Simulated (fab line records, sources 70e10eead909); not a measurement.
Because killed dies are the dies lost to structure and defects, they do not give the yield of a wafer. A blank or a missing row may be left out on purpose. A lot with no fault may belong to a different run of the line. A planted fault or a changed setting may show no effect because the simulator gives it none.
What tool caused it?	flow nand-harc	14 lots, 42 wafers sampled, at 2 steps of a route of 1302

## WHAT EACH GAUGE READ, for each wafer
NHARC_A_ONON_D2_THK_MEAS_11: measures by ellipsometry.
lot	measured	on	thk-nm (nm)
L261	day 12 21:41	film-metro-02	1008 1004 1004
L262	day 13 09:14	film-metro-02	999 1001 997
L263	day 13 09:14	film-metro-01	998 998 997
L266	day 15 01:53	film-metro-02	996 998 996
L268	day 15 21:48	film-metro-01	994 995 996
L267	day 15 21:46	film-metro-02	998 998 997
L272	day 17 13:45	film-metro-02	1003 1004 1001
L275	day 19 08:53	film-metro-01	1020 1020 1019
L276	day 19 08:52	film-metro-02	990 989 991
L280	day 20 20:41	film-metro-01	1006 1006 1004
L281	day 21 02:35	film-metro-02	1002 1000 1001
L282	day 21 16:08	film-metro-02	1005 1005 1007
L283	day 21 16:08	film-metro-01	976 979 975
L284	day 22 02:40	film-metro-02	1004 1005 1002

## TOOL THAT RAN EACH LOT (tool first, then ch and the chambers of the sampled wafers, then the start)
lot	NHARC_A_DECK1_JOINT_ETCHBACK_00
L261	rie-si-05 ch 0,1,2, day 11 20:46
L262	rie-si-03 ch 0,3, day 12 02:19
L263	rie-si-04 ch 0,1,2, day 12 02:21
L266	rie-si-04 ch 1,2, day 13 20:57
L268	rie-si-03 ch 0,1,3, day 14 22:50
L267	rie-si-05 ch 1,3, day 14 22:50
L272	rie-si-03 ch 0,1,2, day 16 04:58
L275	rie-si-04 ch 0,1, day 17 18:29
L276	rie-si-05 ch 0,2, day 17 22:19
L280	rie-si-05 ch 0,2,3, day 19 20:56
L281	rie-si-05 ch 1,2,3, day 20 03:43
L282	rie-si-04 ch 0,3, day 20 12:59
L283	rie-si-05 ch 0,1,3, day 20 13:01
L284	rie-si-03 ch 0,1,2, day 20 20:29
- NHARC_A_DECK1_JOINT_ETCHBACK_00: etches the open film in HBr, target depth 30 nm, time 17.4 s.

## AS READ BY THE TOOLS THEMSELVES (means over the sampled wafers that have a number; for cases with no such wafer, the mark the record gives instead)
NHARC_A_DECK1_JOINT_ETCHBACK_00.
lot	tool	chamber-pressure-mTorr (mTorr)	drypump-motor-current-A (A)	hbr-flow-sccm (sccm)	oes-product-au (a.u.)	throttle-valve-pct (%)
L261	rie-si-05	14.979	6.1	149.8	1.006	23.263
L262	rie-si-03	14.989	4.9	150.3	1.005	23.271
L263	rie-si-04	15.004	6.1	149.5	1.003	23.259
L266	rie-si-04	14.988	6.1	150.4	1.008	23.263
L268	rie-si-03	15.004	5.5	149.5	0.997	23.271
L267	rie-si-05	14.997	5.6	149.4	0.995	23.274
L272	rie-si-03	15.005	5.7	150.1	1.006	23.259
L275	rie-si-04	14.996	6.5	150.4	0.991	23.273
L276	rie-si-05	15.012	6.2	149.9	1.008	23.271
L280	rie-si-05	15.007	5.7	150.1	0.996	23.264
L281	rie-si-05	14.990	5.7	149.6	0.994	23.260
L282	rie-si-04	15.010	5.6	150.0	0.985	23.259
L283	rie-si-05	15.007	5.6	150.2	0.997	23.271
L284	rie-si-03	15.005	5.7	150.1	1.001	23.265

## THE ANSWER, worked out from the rows above alone
Rule: what is usual is taken from the lots themselves. Put in order of their means at a reading, lots are off if they are a third of the lots or fewer, leave a main group of 4 or more, and stand apart from it by a gap of 3 or more times the standard deviation of the main group's means; of several such gaps the widest counts. A main group whose means are all the same, to the digits that the tables above print for the reading, isn't used. A lot without any number at a reading at which 4 lots or more have one is off too. Where the step has rows for the other lots, those lots are counted as sound. Order of review: gauges by route order, followed by the tools' own readings, for which a lot's mean as printed above is used. At the first step where some lot is off, the reading lying furthest off is the one used; lots without a number count as furthest.
Nothing can be told from this: no lot is off at any reading shown.

## WHAT THE SIMULATOR HAD PUT IN
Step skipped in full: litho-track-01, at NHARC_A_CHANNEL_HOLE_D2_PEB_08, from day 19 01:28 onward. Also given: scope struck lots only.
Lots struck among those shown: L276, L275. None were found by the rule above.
